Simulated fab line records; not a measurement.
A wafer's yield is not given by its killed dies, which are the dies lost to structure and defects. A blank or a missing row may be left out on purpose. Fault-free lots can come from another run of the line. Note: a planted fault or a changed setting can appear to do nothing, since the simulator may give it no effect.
fab line records ; flow n5_finfet
record: lots: 6; wafers: 18; last_day: 17
route steps=1938 shown SD_EPI_N@270 BEOL_M4@1111
lots that met no fault: from a run of the same line without faults
start_h: the number of hours between the record's first day and the start of the first shown wafer of the lot ; wait_h: hours from the lot's prior step to this one ; " as in the row above ; L1.1+2: one row covering several wafers at once ; - no value, or no start was given ; * or withheld: withheld ; < > ~ a bound
route shown NAME@n: a module of which the file shows steps, and the number in the route of the first ; usual: the fault-free wafers' mean and standard deviation ; same: alike in all rows ; chamber/n: place in a boat ; sites: the reading at each site ; _std_site: the values' standard deviation ; _edge_site: mean of outer sites minus mean of inner sites ; radius_mm: for every site, how far away it sits from the centre of the wafer ; mask NAME#n: copy n ; behind: the tool/chamber that last shaped the wafer ; hold: why the lot went on hold/how many hours it stayed there/how the hold came to an end ; device: the transistor (n, p or np) that didn't switch ; end of line: tests of these same wafers at the route's end ; for a step that has no rows: nothing shown but its recipe ; killed: the dies lost at the first sort to structure and to defects; this is not the yield of the wafer ; map: the dies of a wafer, with x for killed, . for not killed, _ for no die there
set.NAME: setting as actually run; set.NAME@STEP: the setting as run at that earlier step ; model.NAME: the simulator's own value behind a step, which no gauge read
lots at some steps of the route; a table a step, a row a wafer
services: when a tool's chamber went out of use (start_h, in hours from the record's first day, below 0 if earlier), for how many hours, and the reason
== steps ==
step: N5_SD_EPI_N_CD_MEAS_09
recipe: target_cd_nm: 120; landing_energy_ev: 500; detector: se_inlens
usual: cd_nm: 120.1/0.61
same: landing_energy_ev: 500
lot.wafer;tool;chamber;start_h;wait_h;cd_nm
L819.2;cd_sem-03;0;128.29;-;119.3
L819.4;cd_sem-03;0;128.29;-;120.9
L819.5;cd_sem-03;0;128.29;-;119.8
L820.3;cd_sem-03;0;136.17;-;119.6
L820.5;cd_sem-03;0;136.17;-;119.6
L820.6;cd_sem-03;0;136.17;-;119.7
L822.1;cd_sem-03;0;150.93;-;119.9
L822.2;cd_sem-03;0;150.93;-;120.0
L822.5;cd_sem-03;0;150.93;-;121.1
L823.1;cd_sem-03;0;151.76;-;120.2
L823.4;cd_sem-03;0;151.76;-;119.9
L823.6;cd_sem-03;0;151.76;-;120.7
L826.2;cd_sem-01;0;170.15;-;120.2
L826.4;cd_sem-01;0;170.15;-;120.7
L826.6;cd_sem-01;0;170.15;-;121.1
L827.1;cd_sem-02;0;176.84;-;120.0
L827.2;cd_sem-02;0;176.84;-;120.4
L827.6;cd_sem-02;0;176.84;-;120.7
step: N5_SD_EPI_N_OVL_MEAS_10
recipe: points_per_wafer: 44
usual: SD_N_BLK_OVL: 0.1/0.67
lot.wafer;tool;chamber;start_h;wait_h;SD_N_BLK_OVL[nm]
L819.2;overlay-01;0;128.32;0.0;0.1
L819.4;overlay-01;0;128.32;0.0;0.1
L819.5;overlay-01;0;128.32;0.0;0.0
L820.3;overlay-02;0;136.20;0.0;-0.4
L820.5;overlay-02;0;136.20;0.0;-0.6
L820.6;overlay-02;0;136.20;0.0;1.2
L822.1;overlay-01;0;150.96;0.0;0.6
L822.2;overlay-01;0;150.96;0.0;-0.4
L822.5;overlay-01;0;150.96;0.0;0.4
L823.1;overlay-01;0;151.79;0.0;-1.1
L823.4;overlay-01;0;151.79;0.0;-1.5
L823.6;overlay-01;0;151.79;0.0;0.4
L826.2;overlay-02;0;170.18;0.0;-0.1
L826.4;overlay-02;0;170.18;0.0;-0.5
L826.6;overlay-02;0;170.18;0.0;0.3
L827.1;overlay-02;0;176.87;0.0;0.6
L827.2;overlay-02;0;176.87;0.0;0.9
L827.6;overlay-02;0;176.87;0.0;1.2
step: N5_SD_EPI_N_INSPECT_11
recipe: mode: adi; inspect_instrument: macro
usual: raw_defect_count: 1.9/1.4
lot.wafer;tool;chamber;start_h;wait_h;raw_defect_count
L819.2;defect_inspect-02;-;128.35;0.0;0
L819.4;defect_inspect-02;-;128.35;0.0;3
L819.5;defect_inspect-02;-;128.35;0.0;3
L820.3;defect_inspect-01;-;136.22;0.0;3
L820.5;defect_inspect-01;-;136.22;0.0;2
L820.6;defect_inspect-01;-;136.22;0.0;0
L822.1;defect_inspect-01;-;150.98;0.0;0
L822.2;defect_inspect-01;-;150.98;0.0;1
L822.5;defect_inspect-01;-;150.98;0.0;1
L823.1;defect_inspect-02;-;151.81;0.0;5
L823.4;defect_inspect-02;-;151.81;0.0;1
L823.6;defect_inspect-02;-;151.81;0.0;3
L826.2;defect_inspect-01;-;170.20;0.0;3
L826.4;defect_inspect-01;-;170.20;0.0;1
L826.6;defect_inspect-01;-;170.20;0.0;2
L827.1;defect_inspect-01;-;176.89;0.0;1
L827.2;defect_inspect-01;-;176.89;0.0;8
L827.6;defect_inspect-01;-;176.89;0.0;1
step: N5_SD_EPI_N_DESCUM_14
recipe: chemistry: O2; time_s: 7.9; source_power_w: 50; bias_power_w: 20; pressure_mtorr: 20; rf_frequency_hz: 2.712e+07; temp_c: 40; resist: CAR-ArF-block; o2_flow_sccm: 225
usual: drypump_motor_current_A: 5.8/0.42; oes_product_au: 0.79/0.1; rf_vpp_V: 243.3/1.3; showerhead_plenum_p_Torr: 2.09/0.073; throttle_valve_pct: 20.35/0.2
lot.wafer;tool;chamber;start_h;wait_h;drypump_motor_current_A;oes_product_au;rf_hours_counter_h;rf_vpp_V;showerhead_plenum_p_Torr;throttle_valve_pct
L819.2;rie_diel-03;2;129.43;1.1;4.8;0.69;254;242.9;2.05;20.62
L819.4;rie_diel-03;2;129.43;1.1;4.8;0.68;-;242.4;2.05;20.64
L819.5;rie_diel-03;3;129.43;1.1;6.1;0.88;-;244.9;2.12;20.26
L820.3;rie_diel-03;0;136.45;0.2;5.7;0.66;264;244.5;2.04;20.52
L820.5;rie_diel-03;2;136.45;0.2;4.8;0.68;-;241.1;2.05;20.62
L820.6;rie_diel-03;0;136.45;0.2;5.7;0.65;-;243.0;2.04;20.52
L822.1;rie_diel-04;0;151.02;0.0;5.5;0.94;15;244.7;2.23;20.11
L822.2;rie_diel-04;2;151.02;0.0;6.3;0.72;229;243.9;2.08;20.65
L822.5;rie_diel-04;1;151.02;0.0;5.7;0.76;-;244.0;2.19;20.36
L823.1;rie_diel-03;1;151.85;0.0;6.2;0.93;6;244.2;2.16;20.44
L823.4;rie_diel-03;3;151.85;0.0;6.1;0.87;-;244.1;2.12;20.29
L823.6;rie_diel-03;2;151.85;0.0;4.8;0.69;-;243.5;2.05;20.65
L826.2;rie_diel-02;3;170.24;0.0;6.3;0.72;197;244.4;2.15;20.08
L826.4;rie_diel-02;1;170.24;0.0;5.6;0.68;235;241.3;1.98;20.48
L826.6;rie_diel-02;0;170.24;0.0;5.9;0.90;-;244.9;2.12;20.23
L827.1;rie_diel-04;3;176.99;0.1;5.5;0.82;59;243.3;2.02;20.10
L827.2;rie_diel-04;2;176.99;0.1;6.3;0.71;238;242.8;2.08;20.66
L827.6;rie_diel-04;2;176.99;0.1;6.3;0.70;-;242.7;2.08;20.67
step: N5_SD_EPI_N_ETCH_34
recipe: chemistry: CF4; target: SiARC; target_depth_a: 455; mask_material: CAR-ArF-block; time_s: 75.8; ion_energy_ev: 80; pressure_mtorr: 40; source_w: 545; bias_w: 36; Ar_flow_sccm: 100; cf4_flow_sccm: 100; ends: cleared
usual: cf4_flow_sccm: 100.0/0.31; drypump_motor_current_A: 5.8/0.42; etch_rf_on_time_s: 75.9/1.7; oes_product_au: 0.68/0.083; rf_vpp_V: 184.1/1.2; showerhead_plenum_p_Torr: 2.14/0.069; throttle_valve_pct: 15.57/0.2
lot.wafer;tool;chamber;start_h;wait_h;cf4_flow_sccm;drypump_motor_current_A;etch_rf_on_time_s;oes_product_au;rf_hours_counter_h;rf_vpp_V;showerhead_plenum_p_Torr;throttle_valve_pct
L819.2;rie_diel-03;2;129.46;0.0;99.9;4.8;75.6;0.59;254;183.4;2.11;15.88
L819.4;rie_diel-03;2;129.46;0.0;99.6;4.8;75.4;0.60;-;182.8;2.11;15.89
L819.5;rie_diel-03;3;129.46;0.0;100.5;6.1;77.2;0.74;-;184.5;2.17;15.48
L820.3;rie_diel-03;0;136.48;0.0;100.2;5.7;77.9;0.57;264;185.1;2.11;15.89
L820.5;rie_diel-03;2;136.48;0.0;100.0;4.8;74.3;0.60;-;183.7;2.11;15.89
L820.6;rie_diel-03;0;136.48;0.0;100.3;5.7;78.5;0.56;-;184.3;2.11;15.86
L822.1;rie_diel-04;0;151.05;0.0;99.3;5.5;74.7;0.80;15;186.0;2.29;15.28
L822.2;rie_diel-04;2;151.05;0.0;100.2;6.3;76.1;0.61;229;184.0;2.12;15.78
L822.5;rie_diel-04;1;151.05;0.0;99.6;5.7;75.6;0.65;-;185.2;2.23;15.51
L823.1;rie_diel-03;1;151.88;0.0;100.1;6.2;76.0;0.80;6;185.1;2.19;15.41
L823.4;rie_diel-03;3;151.88;0.0;99.2;6.1;75.4;0.73;-;185.1;2.17;15.52
L823.6;rie_diel-03;2;151.88;0.0;99.9;4.8;73.8;0.59;-;184.0;2.10;15.91
L826.2;rie_diel-02;3;170.27;0.0;99.4;6.3;77.8;0.61;197;185.4;2.21;15.40
L826.4;rie_diel-02;1;170.27;0.0;100.2;5.6;73.9;0.60;235;182.4;2.03;15.73
L826.6;rie_diel-02;0;170.27;0.0;99.6;5.9;73.9;0.76;-;184.4;2.17;15.40
L827.1;rie_diel-04;3;177.02;0.0;99.5;5.5;75.3;0.72;59;184.0;2.08;15.39
L827.2;rie_diel-04;2;177.02;0.0;100.0;6.3;75.6;0.60;238;182.6;2.11;15.80
L827.6;rie_diel-04;2;177.02;0.0;100.1;6.3;76.2;0.59;-;184.9;2.11;15.81
step: N5_SD_EPI_N_ETCH_35
recipe: chemistry: N2/H2; target: SOC; overetch_a: 1080; mask_material: SiARC; temp_c: 40; ion_energy_ev: 100; source_w: 3000; bias_w: 133; pressure_mtorr: 20; time_s: 486; n2_flow_sccm: 200; h2_flow_sccm: 200
step: N5_SD_EPI_N_STRIP_36
recipe: chemistry: N2/H2; temp_c: 40; n2_flow_sccm: 200; h2_flow_sccm: 200; rf_frequency_hz: 6e+07
step: N5_SD_EPI_N_ETCHBACK_44
recipe: chemistry: CH3F/O2; mode: anisotropic_etchback; target: SiNx; target_depth_a: 145; stop_on: SiO2; over_etch_frac: 0.3; ion_energy_ev: 120; pressure_mtorr: 30; source_w: 395; bias_w: 73; Ar_flow_sccm: 150; CH3F_flow_sccm: 30; O2_flow_sccm: 20
usual: drypump_motor_current_A: 5.8/0.42; oes_product_au: 0.68/0.079; rf_vpp_V: 299/7.2; showerhead_plenum_p_Torr: 2.01/0.07; throttle_valve_pct: 16.33/0.21
lot.wafer;tool;chamber;start_h;wait_h;drypump_motor_current_A;oes_product_au;rf_hours_counter_h;rf_vpp_V;showerhead_plenum_p_Torr;throttle_valve_pct
L819.2;rie_diel-03;2;129.84;0.0;4.8;0.59;254;301;1.98;16.69
L819.4;rie_diel-03;2;129.84;0.0;4.8;0.60;-;300;1.98;16.68
L819.5;rie_diel-03;3;129.84;0.0;6.1;0.76;-;307;2.03;16.24
L820.3;rie_diel-03;0;136.86;0.0;5.7;0.58;264;302;1.97;16.60
L820.5;rie_diel-03;2;136.86;0.0;4.8;0.60;-;301;1.98;16.70
L820.6;rie_diel-03;0;136.86;0.0;5.7;0.58;-;304;1.97;16.61
L822.1;rie_diel-04;0;151.43;0.0;5.6;0.79;15;305;2.15;16.08
L822.2;rie_diel-04;2;151.43;0.0;6.3;0.61;230;297;1.99;16.61
L822.5;rie_diel-04;1;151.43;0.0;5.7;0.65;-;300;2.09;16.29
L823.1;rie_diel-03;1;152.26;0.0;6.3;0.80;7;304;2.06;16.26
L823.4;rie_diel-03;3;152.26;0.0;6.1;0.73;-;307;2.03;16.26
L823.6;rie_diel-03;2;152.26;0.0;4.8;0.59;-;301;1.97;16.70
L826.2;rie_diel-02;3;170.65;0.0;6.3;0.62;197;306;2.07;16.17
L826.4;rie_diel-02;1;170.65;0.0;5.6;0.59;235;292;1.89;16.43
L826.6;rie_diel-02;0;170.65;0.0;5.9;0.75;-;306;2.03;16.15
L827.1;rie_diel-04;3;177.40;0.0;5.5;0.71;59;285;1.94;16.09
L827.2;rie_diel-04;2;177.40;0.0;6.3;0.61;239;298;1.99;16.62
L827.6;rie_diel-04;2;177.40;0.0;6.2;0.60;-;296;1.99;16.61
step: N5_SD_EPI_N_ETCH_45
recipe: chemistry: CH3F/O2; target: SiOCN; target_depth_a: 60; mask_material: SOC; ion_energy_ev: 60; bias_w: 29; pressure_mtorr: 15; source_w: 410; Ar_flow_sccm: 150; CH3F_flow_sccm: 30; O2_flow_sccm: 20
usual: drypump_motor_current_A: 5.8/0.42; oes_product_au: 0.79/0.099; rf_vpp_V: 127.4/1.1; showerhead_plenum_p_Torr: 2.00/0.07; throttle_valve_pct: 23.30/0.2
lot.wafer;tool;chamber;start_h;wait_h;drypump_motor_current_A;oes_product_au;rf_hours_counter_h;rf_vpp_V;showerhead_plenum_p_Torr;throttle_valve_pct
L819.2;rie_diel-03;2;129.94;0.1;4.8;0.69;254;128.0;1.97;23.62
L819.4;rie_diel-03;2;129.94;0.1;4.8;0.69;-;126.1;1.97;23.62
L819.5;rie_diel-03;3;129.94;0.1;6.1;0.88;-;128.2;2.03;23.21
L820.3;rie_diel-03;0;136.96;0.1;5.7;0.65;264;127.2;1.97;23.59
L820.5;rie_diel-03;2;136.96;0.1;4.8;0.69;-;127.7;1.97;23.63
L820.6;rie_diel-03;0;136.96;0.1;5.7;0.66;-;126.0;1.97;23.57
L822.1;rie_diel-04;0;151.53;0.1;5.5;0.93;15;127.9;2.14;23.17
L822.2;rie_diel-04;2;151.53;0.1;6.3;0.71;230;128.7;1.98;23.55
L822.5;rie_diel-04;1;151.53;0.1;5.7;0.76;-;127.0;2.09;23.22
L823.1;rie_diel-03;1;152.36;0.1;6.2;0.94;7;125.4;2.06;23.42
L823.4;rie_diel-03;3;152.36;0.1;6.1;0.87;-;127.8;2.02;23.22
L823.6;rie_diel-03;2;152.36;0.1;4.8;0.69;-;125.1;1.97;23.64
L826.2;rie_diel-02;3;170.75;0.1;6.3;0.70;197;127.5;2.07;23.02
L826.4;rie_diel-02;1;170.75;0.1;5.6;0.68;235;127.0;1.88;23.31
L826.6;rie_diel-02;0;170.75;0.1;5.9;0.89;-;127.6;2.03;23.25
L827.1;rie_diel-04;3;177.65;0.2;5.5;0.83;59;127.2;1.93;23.02
L827.2;rie_diel-04;2;177.65;0.2;6.3;0.71;239;126.6;1.98;23.56
L827.6;rie_diel-04;2;177.65;0.2;6.3;0.71;-;128.3;1.98;23.57
step: N5_SD_EPI_N_ETCH_16
recipe: chemistry: CHF3/O2; target: SiO2; target_depth_a: 50; mask_material: SOC; pressure_mtorr: 30; source_w: 650; bias_w: 170; Ar_flow_sccm: 200; CHF3_flow_sccm: 50; O2_flow_sccm: 5; ion_energy_ev: 200
usual: drypump_motor_current_A: 5.8/0.43; oes_product_au: 0.79/0.099; rf_vpp_V: 527/13; showerhead_plenum_p_Torr: 2.42/0.08; throttle_valve_pct: 18.88/0.19
lot.wafer;tool;chamber;start_h;wait_h;drypump_motor_current_A;oes_product_au;rf_hours_counter_h;rf_vpp_V;showerhead_plenum_p_Torr;throttle_valve_pct
L819.2;rie_diel-03;2;130.04;0.1;4.8;0.69;254;530;2.38;19.18
L819.4;rie_diel-03;2;130.04;0.1;4.7;0.70;-;530;2.38;19.18
L819.5;rie_diel-03;3;130.04;0.1;6.1;0.89;-;541;2.44;18.79
L820.3;rie_diel-03;0;137.06;0.1;5.8;0.66;264;535;2.38;19.14
L820.5;rie_diel-03;2;137.06;0.1;4.8;0.69;-;531;2.38;19.19
L820.6;rie_diel-03;0;137.06;0.1;5.7;0.66;-;533;2.38;19.15
L822.1;rie_diel-04;0;151.63;0.1;5.5;0.94;15;536;2.58;18.66
L822.2;rie_diel-04;2;151.63;0.1;6.3;0.71;230;522;2.40;19.14
L822.5;rie_diel-04;1;151.63;0.1;5.7;0.77;-;528;2.51;18.83
L823.1;rie_diel-03;1;152.46;0.1;6.2;0.94;7;535;2.49;18.87
L823.4;rie_diel-03;3;152.46;0.1;6.1;0.87;-;543;2.44;18.81
L823.6;rie_diel-03;2;152.46;0.1;4.8;0.69;-;530;2.37;19.20
L826.2;rie_diel-02;3;170.85;0.1;6.3;0.71;197;539;2.49;18.69
L826.4;rie_diel-02;1;170.85;0.1;5.6;0.68;235;513;2.28;18.96
L826.6;rie_diel-02;0;170.85;0.1;5.9;0.89;-;539;2.45;18.73
L827.1;rie_diel-04;3;177.75;0.1;5.5;0.83;59;500;2.35;18.71
L827.2;rie_diel-04;2;177.75;0.1;6.3;0.71;239;522;2.39;19.14
L827.6;rie_diel-04;2;177.75;0.1;6.3;0.70;-;522;2.39;19.15
step: N5_SD_EPI_N_STRIP_47
recipe: chemistry: CHF3/O2; resist: SiARC; rf_frequency_hz: 6e+07
step: N5_SD_EPI_N_SD_RECESS_17
recipe: chemistry: HBr/Cl2/O2; target_depth_a: 410; mask_material: SOC; time_s: 23.7; bt_time_s: 3; pressure_mtorr: 10; icp_w: 800; bias_w: 112; HBr_flow_sccm: 150; Cl2_flow_sccm: 80; O2_flow_sccm: 12
step: N5_SD_EPI_N_STRIP_38
recipe: chemistry: N2/H2; power_w: 1000; temp_c: 250; h2_frac: 0.65; overash_fraction: 0.3; pressure_mtorr: withheld; n2_flow_sccm: 1750; h2_flow_sccm: 3250
usual: drypump_motor_current_A: 5.69/0.22; h2_flow_sccm: 3247/10; heater_power_w: 337/51; oes_product_au: 0.762/0.011
lot.wafer;tool;chamber;start_h;wait_h;drypump_motor_current_A;h2_flow_sccm;heater_power_w;oes_product_au;rf_hours_counter_h
L819.2;plasma_asher-02;0;130.21;0.1;-;-;-;-;-
L819.4;plasma_asher-02;1;130.21;0.1;-;-;-;-;-
L819.5;plasma_asher-02;0;130.21;0.1;-;-;-;-;-
L820.3;plasma_asher-01;1;137.25;0.1;-;-;-;-;-
L820.5;plasma_asher-01;0;137.25;0.1;-;-;-;-;-
L820.6;plasma_asher-01;1;137.25;0.1;-;-;-;-;-
L822.1;plasma_asher-02;0;151.80;0.1;6.03;3255;426;0.745;103
L822.2;plasma_asher-02;1;151.80;0.1;5.47;3247;328;0.755;103
L822.5;plasma_asher-02;1;151.80;0.1;5.47;3254;322;0.768;-
L823.1;plasma_asher-01;0;152.63;0.1;5.52;3243;307;0.765;51
L823.4;plasma_asher-01;0;152.63;0.1;5.51;3233;313;0.766;-
L823.6;plasma_asher-01;1;152.63;0.1;5.75;3257;291;0.788;-
L826.2;plasma_asher-01;0;171.02;0.1;5.47;3245;309;0.748;54
L826.4;plasma_asher-01;1;171.02;0.1;5.76;3240;291;0.749;-
L826.6;plasma_asher-01;0;171.02;0.1;5.48;3244;305;0.747;-
L827.1;plasma_asher-02;0;177.91;0.1;6.03;3242;423;0.755;108
L827.2;plasma_asher-02;1;177.91;0.1;5.46;3248;328;0.755;108
L827.6;plasma_asher-02;0;177.91;0.1;6.04;3246;423;0.750;-
step: N5_SD_EPI_N_WET_ETCH_43
recipe: chemistry: dHF; dilution: withheld; time_s: 14; target: SiO2; target_depth_a: 15; temp_c: 25
step: N5_BEOL_M4_RC_MEAS_101
usual: DIBL_N: 36.0/1.7; DIBL_P: 35.8/2; IOFF_N: 0.15/0.03; IOFF_P: 0.20/0.037; ION_N: 670/12; ION_P: 460/7.2; SS_N: 71.5/0.68; SS_P: 73.2/0.65; VT_N: 250/3.1; VT_P: -251/3.4
lot.wafer;tool;chamber;start_h;wait_h;DIBL_N[mV/V];DIBL_P[mV/V];IOFF_N[nA/um];IOFF_P[nA/um];ION_N[uA/um];ION_P[uA/um];SS_N[mV/dec];SS_P[mV/dec];VT_N[mV];VT_P[mV]
L819.2;prober-01;0;255.17;0.2;34.9;33.4;0.12;0.16;661;460;71.3;72.5;253;-253
L819.4;prober-01;0;255.17;0.2;36.6;35.5;0.14;0.19;663;456;71.4;73.0;251;-250
L819.5;prober-01;0;255.17;0.2;36.3;35.3;0.14;0.19;667;458;72.2;73.2;252;-251
L820.3;prober-02;0;262.19;0.3;36.8;37.2;0.16;0.18;678;457;71.9;72.5;249;-254
L820.5;prober-02;0;262.19;0.3;36.6;38.0;0.16;0.21;671;464;72.1;73.4;251;-251
L820.6;prober-02;0;262.19;0.3;36.4;36.4;0.15;0.19;678;463;72.2;73.1;248;-251
L822.1;prober-01;0;265.91;0.0;35.6;35.1;0.14;0.18;663;456;71.6;72.6;254;-253
L822.2;prober-01;0;265.91;0.0;35.8;35.0;0.15;0.17;677;455;70.8;73.5;250;-254
L822.5;prober-01;0;265.91;0.0;34.4;33.4;0.13;0.16;659;453;70.7;72.2;253;-255
L823.1;prober-02;0;281.94;0.0;33.0;31.7;0.11;0.16;661;464;70.7;71.9;253;-251
L823.4;prober-02;0;281.94;0.0;34.2;32.2;0.12;0.16;659;452;70.9;72.3;256;-252
L823.6;prober-02;0;281.94;0.0;34.5;33.0;0.12;0.18;661;463;71.3;72.0;254;-250
L827.1;prober-01;0;297.97;0.0;35.7;36.3;0.14;0.18;681;469;70.6;73.5;251;-254
L827.2;prober-01;0;297.97;0.0;31.8;31.9;0.10;0.13;645;445;70.0;72.4;259;-258
L827.6;prober-01;0;297.97;0.0;35.0;35.2;0.14;0.17;655;452;71.1;73.4;252;-255
L826.2;prober-02;0;299.25;0.2;34.0;33.3;0.12;0.18;663;460;71.1;73.0;257;-253
L826.4;prober-02;0;299.25;0.2;37.0;36.0;0.17;0.21;681;465;71.7;72.9;249;-254
L826.6;prober-02;0;299.25;0.2;35.8;35.1;0.14;0.19;661;457;71.2;72.5;254;-254
== services ==
tool;chamber;start_h;hours;kind
plasma_asher-02;-;115.07;5.4;repair
rie_diel-02;3;117.67;8.6;repair
rie_diel-04;-;122.84;15.6;pm
rie_diel-03;0;138.96;-;clean
rie_diel-03;0;138.96;-;consumable_replace:focus_ring
rie_diel-03;0;138.96;29.5;scheduled_down
rie_diel-03;0;138.96;29.5;vent_cycle
plasma_asher-01;-;156.58;0.9;repair
rie_diel-03;2;168.82;-;clean
rie_diel-03;2;168.82;-;consumable_replace:focus_ring
rie_diel-03;2;168.82;20.2;scheduled_down
rie_diel-03;2;168.82;20.2;vent_cycle
plasma_asher-01;-;177.33;0.8;repair
== key ==
first_sign: step: N5_SD_EPI_N_STRIP_38; reading: tool_record; direction: missing
effect none on later readings
met_at N5_SD_EPI_N_STRIP_38
struck_wafers L819.2,L819.4,L819.5,L820.3,L820.5,L820.6
fault: kind: skipped_step_whole; tool: plasma_asher-01,plasma_asher-02; chamber: -; onset_h: 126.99; steps: N5_SD_EPI_N_STRIP_38; scope: struck_lots_only
